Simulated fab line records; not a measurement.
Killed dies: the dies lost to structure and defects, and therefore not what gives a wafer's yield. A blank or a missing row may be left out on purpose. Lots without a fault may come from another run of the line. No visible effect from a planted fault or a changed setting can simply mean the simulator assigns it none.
Matching of chambers / flow nand harc / NHARC_P_CONTACT_STRIP_28 on rie diel-04: 4 sister chambers
The step strips in O2. 18 wafers are shown with their chamber, then 9 later ones without.

== WAFERS WITH THEIR CHAMBER ==
wafer=L078.3; chamber=3; drypump motor current A (A)=5.88; oes product au (a.u.)=0.969; throttle valve pct (%)=17.043
wafer=L078.4; chamber=0; drypump motor current A (A)=5.65; oes product au (a.u.)=0.998; throttle valve pct (%)=17.045
wafer=L078.6; chamber=0; drypump motor current A (A)=5.69; oes product au (a.u.)=1.003; throttle valve pct (%)=17.037
wafer=L081.2; chamber=2; drypump motor current A (A)=5.56; oes product au (a.u.)=1.008; throttle valve pct (%)=17.005
wafer=L081.3; chamber=1; drypump motor current A (A)=5.70; oes product au (a.u.)=0.994; throttle valve pct (%)=17.036
wafer=L081.4; chamber=3; drypump motor current A (A)=5.86; oes product au (a.u.)=0.987; throttle valve pct (%)=17.048
wafer=L082.1; chamber=0; drypump motor current A (A)=5.66; oes product au (a.u.)=1.010; throttle valve pct (%)=17.044
wafer=L082.4; chamber=2; drypump motor current A (A)=5.54; oes product au (a.u.)=0.999; throttle valve pct (%)=17.034
wafer=L082.6; chamber=2; drypump motor current A (A)=5.55; oes product au (a.u.)=0.995; throttle valve pct (%)=17.034
wafer=L084.1; chamber=0; drypump motor current A (A)=5.70; oes product au (a.u.)=1.003; throttle valve pct (%)=17.027
wafer=L084.2; chamber=3; drypump motor current A (A)=5.87; oes product au (a.u.)=0.981; throttle valve pct (%)=17.031
wafer=L084.3; chamber=1; drypump motor current A (A)=5.72; oes product au (a.u.)=1.000; throttle valve pct (%)=17.036
wafer=L087.1; chamber=1; drypump motor current A (A)=5.71; oes product au (a.u.)=1.005; throttle valve pct (%)=17.038
wafer=L087.3; chamber=0; drypump motor current A (A)=5.69; oes product au (a.u.)=1.013; throttle valve pct (%)=17.044
wafer=L087.5; chamber=0; drypump motor current A (A)=5.67; oes product au (a.u.)=1.021; throttle valve pct (%)=17.031
wafer=L085.3; chamber=3; drypump motor current A (A)=5.85; oes product au (a.u.)=0.979; throttle valve pct (%)=17.037
wafer=L085.5; chamber=1; drypump motor current A (A)=5.69; oes product au (a.u.)=1.000; throttle valve pct (%)=17.035
wafer=L085.6; chamber=3; drypump motor current A (A)=5.88; oes product au (a.u.)=0.987; throttle valve pct (%)=17.032

SIGNATURES (means of the wafers above)
reading=drypump motor current A; chamber 0=5.6767; chamber 1=5.7050; chamber 2=5.5500; chamber 3=5.8680; scatter within a chamber=0.0154
reading=oes product au; chamber 0=1.00800; chamber 1=0.99975; chamber 2=1.00067; chamber 3=0.98060; scatter within a chamber=0.00715
reading=throttle valve pct; chamber 0=17.03800; chamber 1=17.03625; chamber 2=17.02433; chamber 3=17.03820; scatter within a chamber=0.00874
Rule: for each reading, subtract the chamber's mean from the wafer's reading, divide by that reading's scatter and square the result; add these up over the readings and take the root, which gives the wafer's distance from the chamber. If the next closest chamber is less than 2 further off than the closest, the wafer can't be placed; otherwise it belongs to the closest. The scatter: take each reading less its chamber's mean, square it, sum over the shown wafers, divide by the number of wafers less the number of chambers, and take the root.

== WAFERS WHOSE CHAMBER IS MISSING ==
wafer=L090.1; drypump motor current A (A)=5.75; oes product au (a.u.)=0.996; throttle valve pct (%)=17.034
wafer=L090.4; drypump motor current A (A)=5.52; oes product au (a.u.)=1.000; throttle valve pct (%)=17.039
wafer=L090.5; drypump motor current A (A)=5.52; oes product au (a.u.)=0.993; throttle valve pct (%)=17.038
wafer=L092.1; drypump motor current A (A)=5.73; oes product au (a.u.)=1.011; throttle valve pct (%)=17.025
wafer=L092.3; drypump motor current A (A)=5.53; oes product au (a.u.)=0.995; throttle valve pct (%)=17.031
wafer=L092.6; drypump motor current A (A)=5.66; oes product au (a.u.)=1.024; throttle valve pct (%)=17.044
wafer=L093.1; drypump motor current A (A)=5.72; oes product au (a.u.)=1.001; throttle valve pct (%)=17.044
wafer=L093.3; drypump motor current A (A)=5.55; oes product au (a.u.)=0.994; throttle valve pct (%)=17.039
wafer=L093.6; drypump motor current A (A)=5.56; oes product au (a.u.)=0.994; throttle valve pct (%)=17.033

== WHICH CHAMBER EACH ONE RAN IN ==
wafer=L090.1; from the rows above=1; in truth=1
wafer=L090.4; from the rows above=2; in truth=2
wafer=L090.5; from the rows above=2; in truth=2
wafer=L092.1; from the rows above=can't be placed: 1 or 0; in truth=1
wafer=L092.3; from the rows above=2; in truth=2
wafer=L092.6; from the rows above=can't be placed: 0 or 1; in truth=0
wafer=L093.1; from the rows above=can't be placed: 1 or 0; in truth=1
wafer=L093.3; from the rows above=2; in truth=2
wafer=L093.6; from the rows above=2; in truth=2
Correctly placed: 6 of 9. Unplaceable from these rows: 3, with the true chamber sitting among the candidates in 3. Number placed wrongly: 0.
